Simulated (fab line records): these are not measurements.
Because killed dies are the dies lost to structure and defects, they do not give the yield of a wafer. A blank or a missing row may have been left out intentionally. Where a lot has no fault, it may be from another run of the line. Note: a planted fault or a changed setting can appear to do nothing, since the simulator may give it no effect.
Which tool did it? || flow nand harc || 11 lots with 33 wafers sampled at 5 steps, on a route of 1159 steps

WHAT THE GAUGES SHOWED, per wafer
NHARC_END_SORT_01.
{"lot": "L495", "measured": "day 18 20:31", "on": "prober-01", "defect limited yield (%)": "95.0 94.4 94.8", "killed at array": "30 33 33", "killed at other": "1 4 1", "killed at periphery": "3 1 1", "killed dies": "34 38 35", "killed open": "5 2 3", "killed short": "1 2 0", "sort_bin_2_pct (%)": "1.0 2.1 2.5", "sort_bin_3_pct (%)": "0.15 0.15 0.30", "sort_bin_4_pct (%)": "3.8 3.4 2.4", "sort n pass": "643 639 642", "sort rim yield pct (%)": "93.4 96.2 90.6", "sort yield pct (%)": "95.0 94.4 94.8"}
{"lot": "L496", "measured": "day 19 18:23", "on": "prober-01", "defect limited yield (%)": "95.3 95.1 95.1", "killed at array": "29 29 28", "killed at other": "1 0 0", "killed at periphery": "2 4 5", "killed dies": "32 33 33", "killed open": "3 1 4", "killed short": "4 6 2", "sort_bin_2_pct (%)": "1.8 1.5 1.5", "sort_bin_3_pct (%)": "0.44 0.74 0.44", "sort_bin_4_pct (%)": "2.5 2.7 3.0", "sort n pass": "645 644 644", "sort rim yield pct (%)": "95.3 98.1 90.6", "sort yield pct (%)": "95.3 95.1 95.1"}
{"lot": "L497", "measured": "day 20 03:45", "on": "prober-01", "defect limited yield (%)": "96.0 95.7 96.6", "killed at array": "16 20 17", "killed at other": "1 3 1", "killed at periphery": "10 6 5", "killed dies": "27 29 23", "killed open": "4 4 2", "killed short": "3 3 4", "sort_bin_2_pct (%)": "1.2 0.9 0.7", "sort_bin_3_pct (%)": "0.15 0.15 0.44", "sort_bin_4_pct (%)": "2.7 3.2 2.2", "sort n pass": "650 648 654", "sort rim yield pct (%)": "95.3 97.2 98.1", "sort yield pct (%)": "96.0 95.7 96.6"}
{"lot": "L499", "measured": "day 20 09:55", "on": "prober-01", "defect limited yield (%)": "95.3 95.4 96.0", "killed at array": "28 27 25", "killed at other": "0 1 0", "killed at periphery": "4 3 2", "killed dies": "32 31 27", "killed open": "3 2 2", "killed short": "4 1 3", "sort_bin_2_pct (%)": "1.6 1.2 1.3", "sort_bin_3_pct (%)": "0.30 0 0.15", "sort_bin_4_pct (%)": "2.8 3.4 2.5", "sort n pass": "645 646 650", "sort rim yield pct (%)": "93.4 94.3 94.3", "sort yield pct (%)": "95.3 95.4 96.0"}
{"lot": "L500", "measured": "day 20 10:55", "on": "prober-02", "defect limited yield (%)": "95.4 94.7 95.0", "killed at array": "22 27 31", "killed at other": "0 0 0", "killed at periphery": "9 9 3", "killed dies": "31 36 34", "killed open": "4 4 3", "killed short": "3 0 2", "sort_bin_2_pct (%)": "0.6 1.6 1.2", "sort_bin_3_pct (%)": "0 0.30 0.44", "sort_bin_4_pct (%)": "4.0 3.4 3.4", "sort n pass": "646 641 643", "sort rim yield pct (%)": "97.2 90.6 95.3", "sort yield pct (%)": "95.4 94.7 95.0"}
{"lot": "L501", "measured": "day 20 18:31", "on": "prober-01", "defect limited yield (%)": "94.1 94.7 94.4", "killed at array": "39 31 34", "killed at other": "0 0 1", "killed at periphery": "1 5 3", "killed dies": "40 36 38", "killed open": "2 5 3", "killed short": "4 1 4", "sort_bin_2_pct (%)": "1.0 1.8 1.5", "sort_bin_3_pct (%)": "0.74 0.15 0.15", "sort_bin_4_pct (%)": "4.1 3.4 4.0", "sort n pass": "637 641 639", "sort rim yield pct (%)": "96.2 97.2 91.5", "sort yield pct (%)": "94.1 94.7 94.4"}
{"lot": "L504", "measured": "day 21 14:04", "on": "prober-02", "defect limited yield (%)": "25.1 23.8 27.9", "killed at array": "504 512 487", "killed at other": "1 1 0", "killed at periphery": "2 3 1", "killed dies": "507 516 488", "killed open": "3 1 3", "killed short": "0 2 1", "sort_bin_2_pct (%)": "31.2 31.9 31.3", "sort_bin_3_pct (%)": "7.98 7.53 5.61", "sort_bin_4_pct (%)": "35.7 36.8 35.2", "sort n pass": "170 161 189", "sort rim yield pct (%)": "23.6 28.3 27.4", "sort yield pct (%)": "25.1 23.8 27.9"}
{"lot": "L508", "measured": "day 21 22:49", "on": "prober-02", "defect limited yield (%)": "23.8 25.1 25.7", "killed at array": "516 507 501", "killed at other": "0 0 0", "killed at periphery": "0 0 2", "killed dies": "516 507 503", "killed open": "0 1 1", "killed short": "0 2 3", "sort_bin_2_pct (%)": "35.0 27.9 33.4", "sort_bin_3_pct (%)": "5.61 7.68 6.79", "sort_bin_4_pct (%)": "35.6 39.3 34.1", "sort n pass": "161 170 174", "sort rim yield pct (%)": "20.8 34.0 28.3", "sort yield pct (%)": "23.8 25.1 25.7"}
{"lot": "L511", "measured": "day 23 14:16", "on": "prober-02", "defect limited yield (%)": "95.4 95.7 95.0", "killed at array": "30 25 32", "killed at other": "0 2 1", "killed at periphery": "1 2 1", "killed dies": "31 29 34", "killed open": "2 2 6", "killed short": "2 2 2", "sort_bin_2_pct (%)": "1.2 1.2 1.0", "sort_bin_3_pct (%)": "0.44 0.59 0.15", "sort_bin_4_pct (%)": "3.0 2.5 3.8", "sort n pass": "646 648 643", "sort rim yield pct (%)": "95.3 97.2 93.4", "sort yield pct (%)": "95.4 95.7 95.0"}
{"lot": "L512", "measured": "day 24 20:17", "on": "prober-01", "defect limited yield (%)": "92.0 93.9 92.0", "killed at array": "52 39 52", "killed at other": "0 1 0", "killed at periphery": "2 1 2", "killed dies": "54 41 54", "killed open": "5 1 2", "killed short": "6 3 4", "sort_bin_2_pct (%)": "2.2 2.1 2.5", "sort_bin_3_pct (%)": "0.30 0.59 0.44", "sort_bin_4_pct (%)": "5.5 3.4 5.0", "sort n pass": "623 636 623", "sort rim yield pct (%)": "91.5 93.4 95.3", "sort yield pct (%)": "92.0 93.9 92.0"}
{"lot": "L516", "measured": "day 25 02:26", "on": "prober-01", "defect limited yield (%)": "96.8 95.9 96.9", "killed at array": "16 22 16", "killed at other": "0 0 1", "killed at periphery": "6 6 4", "killed dies": "22 28 21", "killed open": "3 6 2", "killed short": "3 2 1", "sort_bin_2_pct (%)": "1.2 1.0 1.0", "sort_bin_3_pct (%)": "0 0.15 0", "sort_bin_4_pct (%)": "2.1 3.0 2.1", "sort n pass": "655 649 656", "sort rim yield pct (%)": "95.3 93.4 97.2", "sort yield pct (%)": "96.8 95.9 96.9"}

EACH LOT AND THE TOOL THAT RAN IT (in order: tool; ch and the chambers of the sampled wafers; start)
{"lot": "L495", "NHARC_A_BONDPAD_CMP_29": "cmp-02 ch 0,1,3, day 17 09:29", "NHARC_THIN_TSV_DESCUM_35": "rie diel-02 ch 0,2,3, day 18 10:47", "NHARC_THIN_TSV_ETCH_59": "rie metal-02 ch 0,1, day 18 10:55", "NHARC_THIN_TSV_STRIP_56": "plasma asher-02 ch 0,1, day 18 11:29"}
{"lot": "L496", "NHARC_A_BONDPAD_CMP_29": "cmp-01 ch 1,2,3, day 18 05:13", "NHARC_THIN_TSV_DESCUM_35": "rie diel-04 ch 1,2,3, day 19 08:32", "NHARC_THIN_TSV_ETCH_59": "rie metal-01 ch 0,1, day 19 08:40", "NHARC_THIN_TSV_STRIP_56": "plasma asher-01 ch 0,1, day 19 09:02"}
{"lot": "L497", "NHARC_A_BONDPAD_CMP_29": "cmp-01 ch 0,1, day 18 06:56", "NHARC_THIN_TSV_DESCUM_35": "rie diel-04 ch 2,3, day 19 10:02", "NHARC_THIN_TSV_ETCH_59": "rie metal-02 ch 0,1, day 19 10:13", "NHARC_THIN_TSV_STRIP_56": "plasma asher-02 ch 0,1, day 19 10:40"}
{"lot": "L499", "NHARC_A_BONDPAD_CMP_29": "cmp-02 ch 1,3, day 18 13:25", "NHARC_THIN_TSV_DESCUM_35": "rie diel-07 ch 0,1,2, day 19 13:31", "NHARC_THIN_TSV_ETCH_59": "rie metal-02 ch 0,1, day 19 13:40", "NHARC_THIN_TSV_STRIP_56": "plasma asher-01 ch 0,1, day 19 14:03"}
{"lot": "L500", "NHARC_A_BONDPAD_CMP_29": "cmp-01 ch 0,2,3, day 18 17:48", "NHARC_THIN_TSV_DESCUM_35": "rie diel-04 ch 0,2,3, day 19 14:47", "NHARC_THIN_TSV_ETCH_59": "rie metal-03 ch 0,1, day 19 14:56", "NHARC_THIN_TSV_STRIP_56": "plasma asher-02 ch 0,1, day 19 15:25"}
{"lot": "L501", "NHARC_A_BONDPAD_CMP_29": "cmp-01 ch 0,1,3, day 18 22:49", "NHARC_THIN_TSV_DESCUM_35": "rie diel-02 ch 0,1,3, day 19 22:42", "NHARC_THIN_TSV_ETCH_59": "rie metal-02 ch 1, day 19 22:54", "NHARC_THIN_TSV_STRIP_56": "plasma asher-02 ch 0,1, day 19 23:36"}
{"lot": "L504", "NHARC_A_BONDPAD_CMP_29": "cmp-01 ch 1,2,3, day 20 07:13", "NHARC_THIN_TSV_DESCUM_35": "rie diel-07 ch 0,1,3, day 21 06:30", "NHARC_THIN_TSV_ETCH_59": "rie metal-02 ch 0,1, day 21 06:38", "NHARC_THIN_TSV_STRIP_56": "plasma asher-01 ch 0,1, day 21 06:59"}
{"lot": "L508", "NHARC_A_BONDPAD_CMP_29": "cmp-01 ch 0,2,3, day 20 13:41", "NHARC_THIN_TSV_DESCUM_35": "rie diel-07 ch 0,1,3, day 21 14:01", "NHARC_THIN_TSV_ETCH_59": "rie metal-01 ch 0,1, day 21 14:10", "NHARC_THIN_TSV_STRIP_56": "plasma asher-02 ch 0,1, day 21 14:31"}
{"lot": "L511", "NHARC_A_BONDPAD_CMP_29": "cmp-04 ch 0,3, day 22 05:05", "NHARC_THIN_TSV_DESCUM_35": "rie diel-02 ch 0,1,3, day 23 03:41", "NHARC_THIN_TSV_ETCH_59": "rie metal-01 ch 0,1, day 23 03:51", "NHARC_THIN_TSV_STRIP_56": "plasma asher-01 ch 0,1, day 23 04:14"}
{"lot": "L512", "NHARC_A_BONDPAD_CMP_29": "cmp-04 ch 0,2, day 23 08:14", "NHARC_THIN_TSV_DESCUM_35": "rie diel-02 ch 1,2, day 24 08:06", "NHARC_THIN_TSV_ETCH_59": "rie metal-01 ch 0,1, day 24 08:18", "NHARC_THIN_TSV_STRIP_56": "plasma asher-02 ch 0,1, day 24 08:41"}
{"lot": "L516", "NHARC_A_BONDPAD_CMP_29": "cmp-02 ch 0,2, day 23 14:41", "NHARC_THIN_TSV_DESCUM_35": "rie diel-04 ch 1,3, day 24 12:38", "NHARC_THIN_TSV_ETCH_59": "rie metal-02 ch 0,1, day 24 12:49", "NHARC_THIN_TSV_STRIP_56": "plasma asher-01 ch 0,1, day 24 13:08"}
- NHARC_A_BONDPAD_CMP_29: polishes SiCN, target thk 200 nm.
- NHARC_THIN_TSV_DESCUM_35: chemistry O2, time 3 s.
- NHARC_THIN_TSV_ETCH_59: etches the open film in Cl2/BCl3, target depth 880 nm, time 138.1 s.
- NHARC_THIN_TSV_STRIP_56: strips in O2.

AS READ BY THE TOOLS THEMSELVES (means over the sampled wafers that have a number; for cases with no such wafer, the mark the record gives instead)
NHARC_A_BONDPAD_CMP_29.
{"lot": "L495", "tool": "cmp-02", "motor current A (A)": 11.8}
{"lot": "L496", "tool": "cmp-01", "motor current A (A)": 13.0}
{"lot": "L497", "tool": "cmp-01", "motor current A (A)": 12.8}
{"lot": "L499", "tool": "cmp-02", "motor current A (A)": 12.0}
{"lot": "L500", "tool": "cmp-01", "motor current A (A)": 12.4}
{"lot": "L501", "tool": "cmp-01", "motor current A (A)": 13.1}
{"lot": "L504", "tool": "cmp-01", "motor current A (A)": 13.1}
{"lot": "L508", "tool": "cmp-01", "motor current A (A)": 12.6}
{"lot": "L511", "tool": "cmp-04", "motor current A (A)": 12.2}
{"lot": "L512", "tool": "cmp-04", "motor current A (A)": 12.0}
{"lot": "L516", "tool": "cmp-02", "motor current A (A)": 12.7}

NHARC_THIN_TSV_DESCUM_35.
{"lot": "L495", "tool": "rie diel-02", "drypump motor current A (A)": 5.7, "oes product au (a.u.)": 1.006, "rf vpp V (V)": 57.9, "showerhead plenum p Torr (Torr)": 1.94, "throttle valve pct (%)": 11.312}
{"lot": "L496", "tool": "rie diel-04", "drypump motor current A (A)": 5.7, "oes product au (a.u.)": 0.998, "rf vpp V (V)": 57.8, "showerhead plenum p Torr (Torr)": 1.89, "throttle valve pct (%)": 11.314}
{"lot": "L497", "tool": "rie diel-04", "drypump motor current A (A)": 6.0, "oes product au (a.u.)": 0.993, "rf vpp V (V)": 57.5, "showerhead plenum p Torr (Torr)": 1.84, "throttle valve pct (%)": 11.304}
{"lot": "L499", "tool": "rie diel-07", "drypump motor current A (A)": 5.5, "oes product au (a.u.)": 1.012, "rf vpp V (V)": 58.1, "showerhead plenum p Torr (Torr)": 1.90, "throttle valve pct (%)": 11.312}
{"lot": "L500", "tool": "rie diel-04", "drypump motor current A (A)": 5.7, "oes product au (a.u.)": 0.995, "rf vpp V (V)": 56.6, "showerhead plenum p Torr (Torr)": 1.89, "throttle valve pct (%)": 11.313}
{"lot": "L501", "tool": "rie diel-02", "drypump motor current A (A)": 5.9, "oes product au (a.u.)": 0.994, "rf vpp V (V)": 58.1, "showerhead plenum p Torr (Torr)": 1.93, "throttle valve pct (%)": 11.300}
{"lot": "L504", "tool": "rie diel-07", "drypump motor current A (A)": 5.2, "oes product au (a.u.)": 0.998, "rf vpp V (V)": 57.9, "showerhead plenum p Torr (Torr)": 1.91, "throttle valve pct (%)": 11.310}
{"lot": "L508", "tool": "rie diel-07", "drypump motor current A (A)": 5.2, "oes product au (a.u.)": 0.999, "rf vpp V (V)": 58.7, "showerhead plenum p Torr (Torr)": 1.91, "throttle valve pct (%)": 11.313}
{"lot": "L511", "tool": "rie diel-02", "drypump motor current A (A)": 5.9, "oes product au (a.u.)": 1.006, "rf vpp V (V)": 57.9, "showerhead plenum p Torr (Torr)": 1.93, "throttle valve pct (%)": 11.319}
{"lot": "L512", "tool": "rie diel-02", "drypump motor current A (A)": 6.0, "oes product au (a.u.)": 1.002, "rf vpp V (V)": 57.5, "showerhead plenum p Torr (Torr)": 1.94, "throttle valve pct (%)": 11.318}
{"lot": "L516", "tool": "rie diel-04", "drypump motor current A (A)": 5.3, "oes product au (a.u.)": 1.000, "rf vpp V (V)": 57.3, "showerhead plenum p Torr (Torr)": 1.87, "throttle valve pct (%)": 11.306}

NHARC_THIN_TSV_ETCH_59.
{"lot": "L495", "tool": "rie metal-02", "drypump motor current A (A)": 6.0, "oes product au (a.u.)": 0.992, "rf fwd power W (W)": 894.6, "throttle valve pct (%)": 22.265}
{"lot": "L496", "tool": "rie metal-01", "drypump motor current A (A)": 5.1, "oes product au (a.u.)": 1.007, "rf fwd power W (W)": 894.5, "throttle valve pct (%)": 22.255}
{"lot": "L497", "tool": "rie metal-02", "drypump motor current A (A)": 5.9, "oes product au (a.u.)": 0.991, "rf fwd power W (W)": 894.2, "throttle valve pct (%)": 22.268}
{"lot": "L499", "tool": "rie metal-02", "drypump motor current A (A)": 6.0, "oes product au (a.u.)": 0.995, "rf fwd power W (W)": 899.0, "throttle valve pct (%)": 22.265}
{"lot": "L500", "tool": "rie metal-03", "drypump motor current A (A)": 5.7, "oes product au (a.u.)": 1.003, "rf fwd power W (W)": 895.5, "throttle valve pct (%)": 22.274}
{"lot": "L501", "tool": "rie metal-02", "drypump motor current A (A)": 5.9, "oes product au (a.u.)": 1.004, "rf fwd power W (W)": 893.9, "throttle valve pct (%)": 22.255}
{"lot": "L504", "tool": "rie metal-02", "drypump motor current A (A)": 5.9, "oes product au (a.u.)": 0.998, "rf fwd power W (W)": 895.6, "throttle valve pct (%)": 22.254}
{"lot": "L508", "tool": "rie metal-01", "drypump motor current A (A)": 5.4, "oes product au (a.u.)": 1.001, "rf fwd power W (W)": 897.1, "throttle valve pct (%)": 22.269}
{"lot": "L511", "tool": "rie metal-01", "drypump motor current A (A)": 5.4, "oes product au (a.u.)": 0.993, "rf fwd power W (W)": 895.8, "throttle valve pct (%)": 22.264}
{"lot": "L512", "tool": "rie metal-01", "drypump motor current A (A)": 5.4, "oes product au (a.u.)": 0.996, "rf fwd power W (W)": 892.0, "throttle valve pct (%)": 22.267}
{"lot": "L516", "tool": "rie metal-02", "drypump motor current A (A)": 5.9, "oes product au (a.u.)": 0.999, "rf fwd power W (W)": 897.8, "throttle valve pct (%)": 22.260}

NHARC_THIN_TSV_STRIP_56.
{"lot": "L495", "tool": "plasma asher-02", "drypump motor current A (A)": 5.49, "heater power w (W)": 295, "temp c (C)": 250.06}
{"lot": "L496", "tool": "plasma asher-01", "drypump motor current A (A)": 5.75, "heater power w (W)": 328, "temp c (C)": 250.11}
{"lot": "L497", "tool": "plasma asher-02", "drypump motor current A (A)": 5.49, "heater power w (W)": 292, "temp c (C)": 250.08}
{"lot": "L499", "tool": "plasma asher-01", "drypump motor current A (A)": 5.68, "heater power w (W)": 347, "temp c (C)": 250.09}
{"lot": "L500", "tool": "plasma asher-02", "drypump motor current A (A)": 5.51, "heater power w (W)": 294, "temp c (C)": 249.99}
{"lot": "L501", "tool": "plasma asher-02", "drypump motor current A (A)": 5.51, "heater power w (W)": 290, "temp c (C)": 250.04}
{"lot": "L504", "tool": "plasma asher-01", "drypump motor current A (A)": 5.66, "heater power w (W)": 337, "temp c (C)": 249.97}
{"lot": "L508", "tool": "plasma asher-02", "drypump motor current A (A)": 5.50, "heater power w (W)": 293, "temp c (C)": 249.79}
{"lot": "L511", "tool": "plasma asher-01", "drypump motor current A (A)": 5.77, "heater power w (W)": 313, "temp c (C)": 250.02}
{"lot": "L512", "tool": "plasma asher-02", "drypump motor current A (A)": 5.47, "heater power w (W)": 294, "temp c (C)": 249.99}
{"lot": "L516", "tool": "plasma asher-01", "drypump motor current A (A)": 5.74, "heater power w (W)": 313, "temp c (C)": 250.00}

THE ANSWER, worked out from the rows above alone
Rule: the usual values come from the lots themselves. Put in order of their means at a reading, lots are off if they are a third of the lots or fewer, leave a main group of 4 or more, and stand apart from it by a gap of 3 or more times the standard deviation of the main group's means; of several such gaps the widest counts. Not used: any main group whose means are identical at the precision the tables above print for the reading. A lot without any number at a reading at which 4 lots or more have one is off too. Where the step has rows for the other lots, those lots are counted as sound. First the gauges in route order, then the tools' own readings, where a lot's mean is used as printed above. At the first step where some lot is off, the reading lying furthest off is the one used; lots without a number count as furthest.
Off: L504, L508, at NHARC_END_SORT_01 (sort_bin_2_pct). For the main group the mean is 1.4 % and the standard deviation 0.41.
A tool fits if, at a process step before that reading, it ran every lot that is off, and no sound lot after the first of them. Gauges at NHARC_END_SORT_01: tried the same way as those tools. Undecided on this evidence; 2 tools fit (cmp-01 at NHARC_A_BONDPAD_CMP_29, rie diel-07 at NHARC_THIN_TSV_DESCUM_35).

WHAT THE SIMULATOR HAD INSERTED
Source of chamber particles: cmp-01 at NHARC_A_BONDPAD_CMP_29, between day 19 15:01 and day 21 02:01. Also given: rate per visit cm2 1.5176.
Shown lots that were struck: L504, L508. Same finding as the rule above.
